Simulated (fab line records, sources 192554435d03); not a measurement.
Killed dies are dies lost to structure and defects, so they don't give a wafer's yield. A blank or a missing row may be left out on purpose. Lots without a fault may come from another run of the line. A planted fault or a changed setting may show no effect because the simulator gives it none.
Split-lot experiment | flow n5_finfet | 7 lots, 39 wafers read, on a route of 1938 steps

THE SPLIT
At N5_BEOL_M1_TRENCH_ETCH_37 (etches SiOC in C4F6/O2, target depth 55.207 nm, time 29 s), the setting time_s was moved away from the recipe's 29 s on 15 of the 39 wafers read, by -39.3% to +59.3%. The other wafers ran this setting at the recipe's value.

FROM THE SPLIT TO THE READING: what the file shows between them, 2 steps
- N5_BEOL_M1_ETCH_41: etches SiCN in CH3F/O2, target depth 31.9 nm, time 57.8 s
- N5_BEOL_M1_STRIP_97: strips in N2/H2, time 10 s

THE READING
trench_depth_nm, in nm, at N5_BEOL_M1_OCD_MEAS_38. Fault-free wafers of this fab line usually give 54.6 nm, standard deviation 1.6 nm.

wafer  | tool, chamber at the split | time_s as run, s | against the recipe | trench_depth_nm, nm | against lot-mates on the recipe
L076.1 | rie_diel-06, 0             | 46.2             | +59.3%             | 87.5                | +31.1
L076.2 | rie_diel-06, 3             | 46.2             | +59.3%             | 88.9                | +32.5
L076.3 | rie_diel-06, 1             | 29               | recipe             | 57.0                | -
L076.4 | rie_diel-06, 2             | 29               | recipe             | 56.3                | -
L076.5 | rie_diel-06, 2             | 29               | recipe             | 56.0                | -
L076.6 | rie_diel-06, 3             | 46.2             | +59.3%             | 88.5                | +32.1
L077.1 | rie_diel-04, 0             | 29               | recipe             | 54.3                | -
L077.2 | rie_diel-04, 3             | 29               | recipe             | 53.1                | -
L077.5 | rie_diel-04, 3             | 29               | recipe             | 53.3                | -
L083.1 | rie_diel-06, 2             | 29               | recipe             | 55.2                | -
L083.2 | rie_diel-06, 0             | 23.45            | -19.1%             | 44.8                | -10.0
L083.3 | rie_diel-06, 1             | 29               | recipe             | 54.3                | -
L083.4 | rie_diel-06, 3             | 23.45            | -19.1%             | 44.5                | -10.3
L083.5 | rie_diel-06, 3             | 29               | recipe             | 54.9                | -
L083.6 | rie_diel-06, 2             | 23.45            | -19.1%             | 45.6                | -9.2
L085.1 | rie_diel-04, 3             | 29               | recipe             | 51.3                | -
L085.2 | rie_diel-04, 0             | 17.59            | -39.3%             | 32.7                | -20.8
L085.3 | rie_diel-04, 1             | 29               | recipe             | 55.0                | -
L085.4 | rie_diel-04, 2             | 29               | recipe             | 54.1                | -
L085.5 | rie_diel-04, 1             | 17.59            | -39.3%             | 32.7                | -20.8
L085.6 | rie_diel-04, 2             | 17.59            | -39.3%             | 32.4                | -21.1
L087.1 | rie_diel-02, 0             | 29               | recipe             | 57.8                | -
L087.2 | rie_diel-02, 1             | 39.79            | +37.2%             | 74.1                | +19.1
L087.3 | rie_diel-02, 3             | 29               | recipe             | 51.4                | -
L087.4 | rie_diel-02, 2             | 29               | recipe             | 55.8                | -
L087.5 | rie_diel-02, 2             | 39.79            | +37.2%             | 75.8                | +20.8
L087.6 | rie_diel-02, 1             | 39.79            | +37.2%             | 74.8                | +19.8
L088.1 | rie_diel-06, 2             | 21.89            | -24.5%             | 42.5                | -12.8
L088.2 | rie_diel-06, 0,3           | 21.89            | -24.5%             | 42.0                | -13.3
L088.3 | rie_diel-06, 3             | 29               | recipe             | 55.3                | -
L088.4 | rie_diel-06, 1             | 29               | recipe             | 55.4                | -
L088.5 | rie_diel-06, 0             | 29               | recipe             | 55.2                | -
L088.6 | rie_diel-06, 0,3           | 21.89            | -24.5%             | 41.6                | -13.7
L096.1 | rie_diel-06, 1             | 29               | recipe             | 54.5                | -
L096.2 | rie_diel-06, 2             | 29               | recipe             | 54.9                | -
L096.3 | rie_diel-06, 0             | 29               | recipe             | 54.4                | -
L096.4 | rie_diel-06, 3             | 29               | recipe             | 54.5                | -
L096.5 | rie_diel-06, 3             | 29               | recipe             | 54.5                | -
L096.6 | rie_diel-06, 2             | 29               | recipe             | 55.9                | -
Where a row lists several chambers, the file gives one row for several wafers and doesn't say which wafer went through which chamber.

THE FIT
A straight line over all 39 wafers: trench_depth_nm changes by +0.554 nm for each +1% of time_s; r = +1.00; the points scatter about the line by 1.3 nm.
The same after taking each lot's own level away (the mean of its wafers on the recipe; 39 wafers): +0.534 nm for each +1%; r = +1.00; scatter 0.99 nm.
On that fit, the largest move of time_s shifts the reading by 32 nm.
The lots' own levels span 53.47 to 56.43 nm, that is 1.9 times the standard deviation above.
So the lot-to-lot level changes the slope little: the two slopes agree.
Check: with one of the wafers moved furthest among these (+59.3%) left out of the fit, the line predicts +31.9 nm for it against its lot-mates. It came out at +31.1 nm against them.

THE WHOLE CHAIN: every reading that the file lists as answering this split, in the file's order
step                      | what it does                                              | reading                                                                          | change (the file's fit)                | r (the file's)
N5_BEOL_M1_TRENCH_ETCH_37 | etches SiOC in C4F6/O2, target depth 55.207 nm, time 29 s | BEOL_M1.feature_depth_nm (the simulator's own value, which no gauge read)        | +0.537 nm for each +1% of the setting  | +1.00
N5_BEOL_M1_TRENCH_ETCH_37 | etches SiOC in C4F6/O2, target depth 55.207 nm, time 29 s | etch.depth_nm (the simulator's own value, which no gauge read)                   | +0.536 nm for each +1% of the setting  | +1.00
N5_BEOL_M1_TRENCH_ETCH_37 | etches SiOC in C4F6/O2, target depth 55.207 nm, time 29 s | TiN_of_BEOL_M1_HM_DEP_02.thk_nm (the simulator's own value, which no gauge read) | -0.0235 nm for each +1% of the setting | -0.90
N5_BEOL_M1_OCD_MEAS_38    |                                                           | trench_depth_nm                                                                  | +0.534 nm for each +1% of the setting  | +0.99

THE FILE'S OWN FIT
trench_depth_nm changes by +0.534 nm for each +1% of time_s, r = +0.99.
